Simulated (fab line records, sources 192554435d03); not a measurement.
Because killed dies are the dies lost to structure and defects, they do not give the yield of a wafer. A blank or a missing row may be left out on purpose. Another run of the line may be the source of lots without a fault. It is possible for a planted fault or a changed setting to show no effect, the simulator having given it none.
Matching of chambers :: flow n5 finfet :: N5_BEOL_M4_STRIP_36 on rie diel-02: 4 sister chambers
The step strips in N2/H2. 22 wafers are shown with their chamber, then 11 later ones without.

## WAFERS, EACH WITH ITS CHAMBER
wafer: L080.1
chamber: 1
showerhead plenum p Torr (Torr): 2.52
throttle valve pct (%): 23.54
oes product au (a.u.): 0.70

wafer: L080.2
chamber: 2
showerhead plenum p Torr (Torr): 2.51
throttle valve pct (%): 23.91
oes product au (a.u.): 0.71

wafer: L080.4
chamber: 0
showerhead plenum p Torr (Torr): 2.71
throttle valve pct (%): 23.88
oes product au (a.u.): 0.87

wafer: L079.1
chamber: 1
showerhead plenum p Torr (Torr): 2.52
throttle valve pct (%): 23.54
oes product au (a.u.): 0.69

wafer: L079.3
chamber: 0
showerhead plenum p Torr (Torr): 2.71
throttle valve pct (%): 23.85
oes product au (a.u.): 0.84

wafer: L079.5
chamber: 3
showerhead plenum p Torr (Torr): 2.55
throttle valve pct (%): 24.00
oes product au (a.u.): 0.75

wafer: L082.1
chamber: 0
showerhead plenum p Torr (Torr): 2.70
throttle valve pct (%): 23.85
oes product au (a.u.): 0.86

wafer: L082.2
chamber: 3
showerhead plenum p Torr (Torr): 2.55
throttle valve pct (%): 23.99
oes product au (a.u.): 0.75

wafer: L082.3
chamber: 1
showerhead plenum p Torr (Torr): 2.52
throttle valve pct (%): 23.54
oes product au (a.u.): 0.69

wafer: L086.2
chamber: 0
showerhead plenum p Torr (Torr): 2.70
throttle valve pct (%): 23.88
oes product au (a.u.): 0.84

wafer: L086.3
chamber: 3
showerhead plenum p Torr (Torr): 2.54
throttle valve pct (%): 24.03
oes product au (a.u.): 0.74

wafer: L086.5
chamber: 1
showerhead plenum p Torr (Torr): 2.51
throttle valve pct (%): 23.58
oes product au (a.u.): 0.69

wafer: L088.1
chamber: 0
showerhead plenum p Torr (Torr): 2.70
throttle valve pct (%): 23.89
oes product au (a.u.): 0.84

wafer: L088.3
chamber: 3
showerhead plenum p Torr (Torr): 2.54
throttle valve pct (%): 24.04
oes product au (a.u.): 0.74

wafer: L088.5
chamber: 1
showerhead plenum p Torr (Torr): 2.51
throttle valve pct (%): 23.57
oes product au (a.u.): 0.68

wafer: L091.1
chamber: 2
showerhead plenum p Torr (Torr): 2.50
throttle valve pct (%): 23.94
oes product au (a.u.): 0.69

wafer: L091.2
chamber: 0
showerhead plenum p Torr (Torr): 2.69
throttle valve pct (%): 23.90
oes product au (a.u.): 0.81

wafer: L091.6
chamber: 0
showerhead plenum p Torr (Torr): 2.69
throttle valve pct (%): 23.91
oes product au (a.u.): 0.82

wafer: L092.1
chamber: 2
showerhead plenum p Torr (Torr): 2.50
throttle valve pct (%): 23.96
oes product au (a.u.): 0.69

wafer: L092.3
chamber: 0
showerhead plenum p Torr (Torr): 2.69
throttle valve pct (%): 23.89
oes product au (a.u.): 0.83

wafer: L092.4
chamber: 3
showerhead plenum p Torr (Torr): 2.54
throttle valve pct (%): 24.03
oes product au (a.u.): 0.73

wafer: L093.2
chamber: 2
showerhead plenum p Torr (Torr): 2.50
throttle valve pct (%): 23.92
oes product au (a.u.): 0.70

SIGNATURES (averages over the wafers above)
reading: showerhead plenum p Torr
chamber 0: 2.6987
chamber 1: 2.5160
chamber 2: 2.5025
chamber 3: 2.5440
scatter within a chamber: 0.00668

reading: throttle valve pct
chamber 0: 23.8813
chamber 1: 23.5540
chamber 2: 23.9325
chamber 3: 24.0180
scatter within a chamber: 0.0213

reading: oes product au
chamber 0: 0.8387
chamber 1: 0.6900
chamber 2: 0.6975
chamber 3: 0.7420
scatter within a chamber: 0.0138
Rule: a wafer lies at a distance from a chamber equal to the root of the sum of squares, over the readings, of (its reading less the chamber's mean, divided by the reading's scatter). The wafer belongs to the nearest chamber; if the next one is less than 2 further off, it can't be placed. The scatter is the square root of a quotient: the sum, over the shown wafers, of each reading's squared deviation from its chamber's mean, divided by wafers minus chambers.

## WAFERS WITHOUT THEIR CHAMBER
wafer: L093.4
showerhead plenum p Torr (Torr): 2.69
throttle valve pct (%): 23.92
oes product au (a.u.): 0.81

wafer: L093.5
showerhead plenum p Torr (Torr): 2.54
throttle valve pct (%): 24.07
oes product au (a.u.): 0.73

wafer: L095.2
showerhead plenum p Torr (Torr): 2.53
throttle valve pct (%): 24.02
oes product au (a.u.): 0.72

wafer: L095.3
showerhead plenum p Torr (Torr): 2.69
throttle valve pct (%): 23.91
oes product au (a.u.): 0.81

wafer: L095.5
showerhead plenum p Torr (Torr): 2.50
throttle valve pct (%): 23.11
oes product au (a.u.): 0.97

wafer: L096.2
showerhead plenum p Torr (Torr): 2.69
throttle valve pct (%): 23.89
oes product au (a.u.): 0.80

wafer: L096.4
showerhead plenum p Torr (Torr): 2.50
throttle valve pct (%): 23.09
oes product au (a.u.): 0.93

wafer: L096.5
showerhead plenum p Torr (Torr): 2.50
throttle valve pct (%): 23.96
oes product au (a.u.): 0.69

wafer: L097.1
showerhead plenum p Torr (Torr): 2.69
throttle valve pct (%): 23.91
oes product au (a.u.): 0.82

wafer: L097.3
showerhead plenum p Torr (Torr): 2.50
throttle valve pct (%): 23.11
oes product au (a.u.): 0.94

wafer: L097.5
showerhead plenum p Torr (Torr): 2.69
throttle valve pct (%): 23.90
oes product au (a.u.): 0.81

## CHAMBER TAKEN BY EACH
wafer: L093.4
from the rows above: 0
in truth: 0

wafer: L093.5
from the rows above: 3
in truth: 3

wafer: L095.2
from the rows above: 3
in truth: 3

wafer: L095.3
from the rows above: 0
in truth: 0

wafer: L095.5
from the rows above: 1
in truth: 1

wafer: L096.2
from the rows above: 0
in truth: 0

wafer: L096.4
from the rows above: 1
in truth: 1

wafer: L096.5
from the rows above: 2
in truth: 2

wafer: L097.1
from the rows above: 0
in truth: 0

wafer: L097.3
from the rows above: 1
in truth: 1

wafer: L097.5
from the rows above: 0
in truth: 0
Placed correctly: 11 of 11. Number that these rows cannot place: 0. Wrongly placed: 0.
